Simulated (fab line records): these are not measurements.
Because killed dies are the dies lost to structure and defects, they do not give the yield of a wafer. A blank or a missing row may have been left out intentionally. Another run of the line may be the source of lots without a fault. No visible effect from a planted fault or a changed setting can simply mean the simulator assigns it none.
fab line records    flow n5_finfet
record: lots: 4  wafers: 12  last_day: 16
route steps=1938 shown BEOL_M9@1461 BEOL_M10@1470 PASSIVATION@1936
lots that met no fault: taken from a fault-free run of the same line
start_h: hours from the record's first day to the start of the lot's first wafer shown    wait_h: time in hours since the lot's previous step    " the same as in the row above    L1.1+2: a row that stands for several wafers    - either no value or no given start    * or withheld: withheld    < > ~ a bound
route shown NAME@n: a module of which the file shows steps, and the number in the route of the first    usual: mean/standard deviation taken from wafers without a fault    same: alike in all rows    chamber/n: place in a boat    sites: each site's reading    _std_site: the values' standard deviation    _edge_site: inner sites' mean taken away from outer sites' mean    radius_mm: how far each site lies from the wafer's centre    mask NAME#n: copy n    behind: the tool/chamber that last shaped the wafer    hold: why the lot went on hold/how many hours it stayed there/how the hold came to an end    device: whichever transistor did not switch (one of n, p or np)    end of line: tests run on the same wafers once the route is complete    a step without rows: its recipe alone    killed: the dies lost at the first sort to structure and to defects; this is not the yield of the wafer    map: a wafer's dies, x killed, . not, _ none there
set.NAME: the setting as run; set.NAME@STEP: as run at that earlier step    model.NAME: the simulator's own value behind a step, which no gauge read
certain route steps with their lots: each step a table, each wafer a row
services: when a tool's chamber went out of use (start_h, in hours from the record's first day, below 0 if earlier), for how many hours, and the reason
== steps ==
step: N5_BEOL_M9_SPUTTER_48
recipe: material: Cu  target_thk_a: 120  temp_c: -20  bias_v: 60  power_w: 26000  chamber_pressure_pa: 0.13  time_s: 2
step: N5_BEOL_M9_ECD_50
recipe: material: Cu  target_thk_a: 3180
step: N5_BEOL_M9_ANNEAL_51
recipe: temp_c: 225  time_s: 90  ambient: N2
step: N5_BEOL_M9_CMP_52
recipe: stop_on: SiCOH_lowk  t_overpolish_s: 7  down_force_psi: 1  platen_rpm: 50  clearing_platen_down_force_psi: 1.5  clearing_platen_rpm: 50  post_cmp_clean: cu_alkaline  target_thk_nm: 140  clearing_platen_pad_velocity_m_s: 0.99484  pad_velocity_m_s: 0.99484
step: N5_BEOL_M9_PRE_CLEAN_55
recipe: gas: NH3  time_s: 15  temp_c: withheld  rf_power_w: 300
step: N5_BEOL_M9_DEP_56
recipe: material: SiCN  target_thk_a: 150  temp_c: withheld  precursor: 3MS/NH3  pressure_torr: 3  rf_w: 202  time_s: 26.5
step: N5_BEOL_M10_ILD_DEP_00
recipe: material: SiCOH_lowk  target_thk_a: 3085.1  temp_c: 300  precursor: DEMS/porogen  pressure_torr: 5  rf_w: 500  time_s: 58
step: N5_BEOL_M10_CURE_71
recipe: temp_c: 385  time_s: 240  ambient: He/Ar  material: SiCOH_lowk
step: N5_BEOL_M10_PECVD_70
recipe: material: SiO2  target_thk_a: 200  temp_c: 400  precursor: TEOS/O2  pressure_torr: 5.5  rf_w: 450  teos_flow_sccm: 53.8  gas: O2  flow_sccm: 3000  time_s: 22.7
usual: heater_power_w: 700/61  showerhead_plenum_p_Torr: 8.78/0.052  throttle_valve_pct: 22.2/1.1
lot.wafer  tool      chamber  start_h  wait_h  heater_power_w  showerhead_plenum_p_Torr  throttle_valve_pct  model.SiO2_of_BEOL_M10_PECVD_70.thk_nm
L977.3     pecvd-04  0        272.64   0.0     801             8.86                      22.1                19.4
L977.4     "         0        "        "       813             8.82                      22.1                19.4
L977.6     "         2        "        "       637             8.73                      20.4                19.8
L980.2     pecvd-02  0        279.58   0.0     620             8.82                      24.1                20
L980.4     "         1        "        "       757             8.75                      22.4                20.2
L980.6     "         2        "        "       653             8.74                      23.0                20.2
L979.1     pecvd-04  2        280.42   0.0     571             8.72                      20.5                19.4
L979.3     "         1        "        "       717             8.68                      21.4                14.8
L979.5     "         0        "        "       774             8.83                      21.9                19.8
L983.1     pecvd-04  1        313.27   0.0     709             8.71                      21.1                14.6
L983.3     "         0        "        "       753             8.83                      22.2                19.2
L983.6     "         0        "        "       752             8.83                      22.4                20
step: N5_BEOL_M10_HM_DEP_02
recipe: material: TiN  target_thk_a: 200  temp_c: 25  chamber_pressure_pa: 0.49996
step: N5_BEOL_M10_COAT_59
recipe: resist: SOC  temp_c: 250  time_s: 60  spin_rpm: 1500  resist_thk_nm: 100
step: N5_BEOL_M10_COAT_60
recipe: resist: SiARC  temp_c: 220  time_s: 60  spin_rpm: 1500  resist_thk_nm: 30
step: N5_BEOL_M10_COAT_05
recipe: resist: CAR-ArF  spin_rpm: 1500  resist_thk_nm: 90
step: N5_BEOL_M10_EBR_07
recipe: solvent: PGMEA  ebr_width_mm: 1.5
step: N5_BEOL_M10_SOFTBAKE_06
recipe: temp_c: 110  time_s: 60  resist: CAR-ArF
step: N5_BEOL_M10_EXPOSE_08
recipe: mask_id: M10  na: 1.35  source_shape: dipole  sigma_inner: 0.411  sigma_outer: 0.611  polarization: te  dose_mj: 53.75
step: N5_BEOL_M10_PEB_09
recipe: peb_temp_c: withheld  peb_time_s: 60  resist: CAR-ArF
step: N5_BEOL_M10_DEVELOP_10
recipe: develop_time_s: 30  developer: TMAH  resist: CAR-ArF  rinse_liquid: diw  dry: air_spin  dev_temp_c: 23
step: N5_BEOL_M10_DESCUM_16
recipe: chemistry: O2  time_s: 7.9  source_power_w: 50  bias_power_w: 20  pressure_mtorr: 20  rf_frequency_hz: 2.712e+07  temp_c: 40  resist: CAR-ArF  o2_flow_sccm: 225
step: N5_BEOL_M10_ETCH_61
recipe: chemistry: CF4  target: SiARC  target_depth_a: 390  mask_material: CAR-ArF  time_s: 65  ion_energy_ev: 80  pressure_mtorr: 40  source_w: 545  bias_w: 36  Ar_flow_sccm: 100  cf4_flow_sccm: 100  ends: cleared
step: N5_BEOL_M10_ETCH_62
recipe: chemistry: N2/H2  target: SOC  target_depth_a: 1100  overetch_a: 220  mask_material: SiARC  temp_c: 40  time_s: 165  ion_energy_ev: 200  pressure_mtorr: 30  source_w: 840  bias_w: 150  n2_flow_sccm: 200  h2_flow_sccm: 200
step: N5_BEOL_M10_STRIP_68
recipe: chemistry: N2/H2  temp_c: 40  n2_flow_sccm: 200  h2_flow_sccm: 200  rf_frequency_hz: 6e+07
step: N5_BEOL_M10_STRIP_67
recipe: chemistry: CF4  resist: SiARC  power_w: 300  bias_power_w: 75  pressure_mtorr: 50  cf4_flow_sccm: 150  rf_frequency_hz: 6e+07
step: N5_BEOL_M10_HM_OPEN_17
recipe: chemistry: Cl2/BCl3  target_depth_a: 200  overetch_a: 60  target: TiN  mask_material: SOC  ion_energy_ev: 150  pressure_mtorr: 10  icp_w: 1000  bias_w: 126  Cl2_flow_sccm: 53.25  bcl3_flow_sccm: 21.75  Ar_flow_sccm: 25
step: N5_BEOL_M10_STRIP_19
recipe: chemistry: O2  power_w: 400  temp_c: 40  pressure_mtorr: 30  rf_frequency_hz: 6e+07  bias_power_w: 0  overash_fraction: 0.2  o2_flow_sccm: 225
step: N5_BEOL_M10_COAT_63
recipe: resist: SOC  temp_c: 250  time_s: 60  spin_rpm: 1500  resist_thk_nm: 100
step: N5_BEOL_M10_COAT_64
recipe: resist: SiARC  temp_c: 220  time_s: 60  spin_rpm: 1500  resist_thk_nm: 30
step: N5_BEOL_M10_COAT_22
recipe: resist: CAR-ArF  spin_rpm: 1500  resist_thk_nm: 90
step: N5_BEOL_M10_EBR_24
recipe: solvent: PGMEA  ebr_width_mm: 1.5
step: N5_BEOL_M10_SOFTBAKE_23
recipe: temp_c: 110  time_s: 60  resist: CAR-ArF
step: N5_BEOL_M10_EXPOSE_25
recipe: mask_id: V9  na: 1.35  source_shape: annular  sigma_inner: 0.5  sigma_outer: 0.8  polarization: unpolarized  dose_mj: 85.5
step: N5_BEOL_M10_PEB_26
recipe: peb_temp_c: withheld  peb_time_s: 60  resist: CAR-ArF
step: N5_BEOL_M10_DEVELOP_27
recipe: develop_time_s: 30  developer: TMAH  resist: CAR-ArF  rinse_liquid: diw  dry: air_spin  dev_temp_c: 23
step: N5_BEOL_M10_HM_STRIP_39
recipe: chemistry: peroxide_tin_strip  material: TiN  target_depth_a: 250  temp_c: 50  time_s: 158
lot.wafer   tool          chamber  start_h  wait_h  model.SiO2_of_BEOL_M10_PECVD_70.thk_nm
L977.3      wet_bench-02  7        277.27   0.0     19.2
L977.4      "             2        "        "       19.4
L977.6      "             0        "        "       19.6
L980.2+4+6  wet_bench-04  4,3,1    283.58   0.0     20
L979.1      wet_bench-02  7        285.42   0.0     19.4
L979.3      "             5        "        "       14.6
L979.5      "             1        "        "       19.6
L983.1      wet_bench-02  1        316.28   0.0     14.4
L983.3      "             4        "        "       19
L983.6      "             7        "        "       19.8
step: N5_BEOL_M10_CMP_52
recipe: stop_on: SiCOH_lowk  t_overpolish_s: 7  down_force_psi: 1  platen_rpm: 50  clearing_platen_down_force_psi: 1.5  clearing_platen_rpm: 50  post_cmp_clean: cu_alkaline  target_thk_nm: 140  clearing_platen_pad_velocity_m_s: 0.99484  pad_velocity_m_s: 0.99484
usual: barrier_field_endpoint_s: 28.7/0.83  motor_current_A: 6.2/0.66  platen_rpm: 49.996/0.03  slurry_flow_ml_min: 150.0/0.48
lot.wafer  tool    chamber  start_h  wait_h  barrier_field_endpoint_s  motor_current_A  platen_rpm  slurry_flow_ml_min
L977.4     cmp-02  1        282.22   0.1     28.5                      4.8              50.027      149.0
L977.3     "       0        "        "       27.6                      5.5              49.986      150.1
L977.6     "       1        "        "       28.7                      5.2              50.016      149.9
L980.2     cmp-03  2        288.03   0.2     29.0                      6.1              49.987      149.6
L980.4     "       0        "        "       28.7                      6.0              49.967      149.9
L980.6     "       2        "        "       30.4                      6.0              50.015      150.4
L979.3     cmp-01  1        288.99   0.2     22.4                      6.4              49.946      150.4
L979.1     "       0        "        "       28.1                      5.0              49.992      149.1
L979.5     "       2        "        "       27.4                      6.4              50.003      151.0
L983.3     cmp-01  3        321.77   0.2     27.6                      7.2              49.975      150.2
L983.1     "       0        "        "       22.5                      4.9              50.036      149.3
L983.6     "       2        "        "       27.0                      6.7              50.026      149.7
step: N5_PASSIVATION_PROBE_49
usual: defect_limited_yield: 91.4/1.4  killed_at_M0_to_M3: 33/11  killed_at_M4_up: 13/5.3  killed_at_contacts: 13/6.1  killed_at_front_end: 40/11  killed_at_other: 2.9/2.7  killed_dies: 102/17  killed_open: 68/13  killed_short: 32/7.5  sort_bin_5_function: 5.1/0.98  sort_bin_6_memory: 3.2/0.69  sort_n_pass: 1077/21  sort_yield_pct: 91.3/1.7
same: gross_dies: 1180  killed_at_back_side: 0  sort_bin_4_leakage[%]: 0  sort_bin_8_speed[%]: 0
lot.wafer  tool       chamber  start_h  wait_h  defect_limited_yield[%]  killed_at_M0_to_M3  killed_at_M4_up  killed_at_contacts  killed_at_front_end  killed_at_other  killed_dies  killed_open  killed_short  sort_bin_5_function[%]  sort_bin_6_memory[%]  sort_n_pass  sort_yield_pct[%]
L977.3     prober-02  -        340.63   0.1     91.4                     48                  7                4                   41                   1                101          61           37            5.7                     2.6                   1079         91.4
L977.4     prober-02  -        340.68   0.2     88.6                     44                  17               19                  53                   2                135          86           47            7.0                     3.9                   1045         88.6
L977.6     prober-02  -        340.78   0.3     89.7                     49                  21               12                  35                   5                122          75           45            6.3                     3.8                   1058         89.7
L980.2     prober-01  -        343.61   0.1     92.5                     26                  17               25                  21                   0                89           66           21            4.4                     3.1                   1091         92.5
L980.4     prober-01  -        343.71   0.2     92.5                     21                  10               25                  30                   3                89           58           30            5.1                     1.9                   1091         92.5
L980.6     prober-01  -        343.81   0.3     93.0                     16                  16               19                  31                   1                83           53           28            4.4                     2.4                   1097         93.0
L983.1     prober-01  -        373.92   0.0     92.7                     19                  12               12                  43                   0                86           64           21            3.8                     3.1                   1094         92.7
L983.3     prober-01  -        374.02   0.1     90.9                     35                  19               13                  34                   6                107          81           23            5.5                     3.4                   1073         90.9
L983.6     prober-01  -        374.17   0.3     91.4                     23                  22               9                   45                   2                101          68           33            4.6                     3.6                   1079         91.4
killed by level:class
L977.3 BEOL_M0_SAQP:geometric_particle:open=14 STI_FIN_REVEAL:geometric_particle:open=9 BEOL_M1:geometric_particle:open=8 BEOL_M3:geometric_particle:open=8 GATE_CUT:geometric_particle:short=7 BEOL_M0_SAQP:geometric_particle:short=7 FIN_SAQP:geometric_particle:open=6 FIN_SAQP:geometric_particle:short=6
L977.4 MOL_CONTACT_COAG:geometric_particle:open=15 BEOL_M2:geometric_particle:open=14 STI_FIN_REVEAL:geometric_particle:open=12 FIN_SAQP:geometric_particle:open=11 FIN_SAQP:geometric_particle:short=10 BEOL_M0_SAQP:geometric_particle:short=9 BEOL_M0_SAQP:geometric_particle:open=9 BEOL_M4:geometric_particle:open=7
L977.6 BEOL_M0_SAQP:geometric_particle:short=14 BEOL_M4:geometric_particle:open=12 BEOL_M2:geometric_particle:open=10 MOL_CONTACT_COAG:geometric_particle:open=9 BEOL_M0_SAQP:geometric_particle:open=9 FIN_SAQP:geometric_particle:open=7 FIN_SAQP:geometric_particle:short=6 BEOL_M2:geometric_particle:short=6
L980.2 MOL_CONTACT_COAG:geometric_particle:open=21 BEOL_M0_SAQP:geometric_particle:open=9 BEOL_M1:geometric_particle:open=7 BEOL_M0_SAQP:geometric_particle:short=5 FIN_SAQP:geometric_particle:open=4 MOL_CONTACT_COAG:geometric_particle:short=4 BEOL_M11:geometric_particle:open=4 DUMMY_GATE:geometric_particle:open=3
L980.4 MOL_CONTACT_COAG:geometric_particle:open=20 FIN_SAQP:geometric_particle:short=10 BEOL_M2:geometric_particle:open=8 GATE_CUT:geometric_particle:short=6 MOL_CONTACT_COAG:geometric_particle:short=5 BEOL_M3:geometric_particle:open=4 FIN_SAQP:geometric_particle:open=3 STI_FIN_REVEAL:geometric_particle:open=3
L980.6 MOL_CONTACT_COAG:geometric_particle:open=17 FIN_SAQP:geometric_particle:short=7 BEOL_M4:geometric_particle:short=6 BEOL_M4:geometric_particle:open=6 DUMMY_GATE:geometric_particle:open=5 FIN_SAQP:geometric_particle:open=4 BEOL_M3:geometric_particle:open=4 STI_FIN_REVEAL:geometric_particle:short=3
L983.1 MOL_CONTACT_COAG:geometric_particle:open=11 FIN_SAQP:geometric_particle:open=10 ILD0:geometric_particle:open=10 BEOL_M3:geometric_particle:open=7 STI_FIN_REVEAL:geometric_particle:open=6 FIN_SAQP:geometric_particle:short=5 BEOL_M0_SAQP:geometric_particle:short=5 DUMMY_GATE:geometric_particle:open=4
L983.3 FIN_SAQP:geometric_particle:open=15 BEOL_M3:geometric_particle:open=12 MOL_CONTACT_COAG:geometric_particle:open=12 BEOL_M4:geometric_particle:open=8 BEOL_M2:geometric_particle:open=6 FIN_SAQP:geometric_particle:short=4 BEOL_M0_SAQP:geometric_particle:open=4 BEOL_M1:geometric_particle:open=4
L983.6 FIN_SAQP:geometric_particle:open=17 FIN_SAQP:geometric_particle:short=8 MOL_CONTACT_COAG:geometric_particle:open=8 BEOL_M4:geometric_particle:open=7 BEOL_M2:geometric_particle:open=6 BEOL_M0_SAQP:geometric_particle:open=5 BEOL_M3:geometric_particle:open=5 GATE_CUT:geometric_particle:short=4
== services ==
tool      chamber  start_h  hours  kind
cmp-02    -        258.02   6.3    pm
cmp-01    -        263.32   4.0    pm
cmp-01    -        267.32   -      consumable_replace:conditioner
cmp-01    -        267.32   -      consumable_replace:pad
cmp-01    -        271.26   0.5    repair
cmp-02    -        272.79   0.7    repair
cmp-01    -        273.23   6.1    pm
pecvd-04  2        294.41   2.1    scheduled_down
cmp-02    -        314.61   3.1    repair
pecvd-02  1        315.25   3.4    repair
== key ==
first_sign: step: N5_BEOL_M10_CMP_52  reading: barrier_field_endpoint_s  direction: down  sigmas: 7.5  usual: 28.7  struck: 22.5
effect none on later readings
model_effect: step: N5_BEOL_M10_PECVD_70  value: SiO2_of_BEOL_M10_PECVD_70.thk_nm  without: 19.5  struck: 14.7
model_effect: step: N5_BEOL_M10_HM_STRIP_39  value: SiO2_of_BEOL_M10_PECVD_70.thk_nm  without: 19.3  struck: 14.5
met_at N5_BEOL_M10_PECVD_70
struck_wafers L979.3,L983.1
fault: kind: process_parameter_drift  tool: pecvd-04  chamber: 1  onset_h: 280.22  steps: N5_BEOL_M10_PECVD_70  channel: time_s  offset: *  shape: step  end_h: 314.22  acts_in: *  stated: *
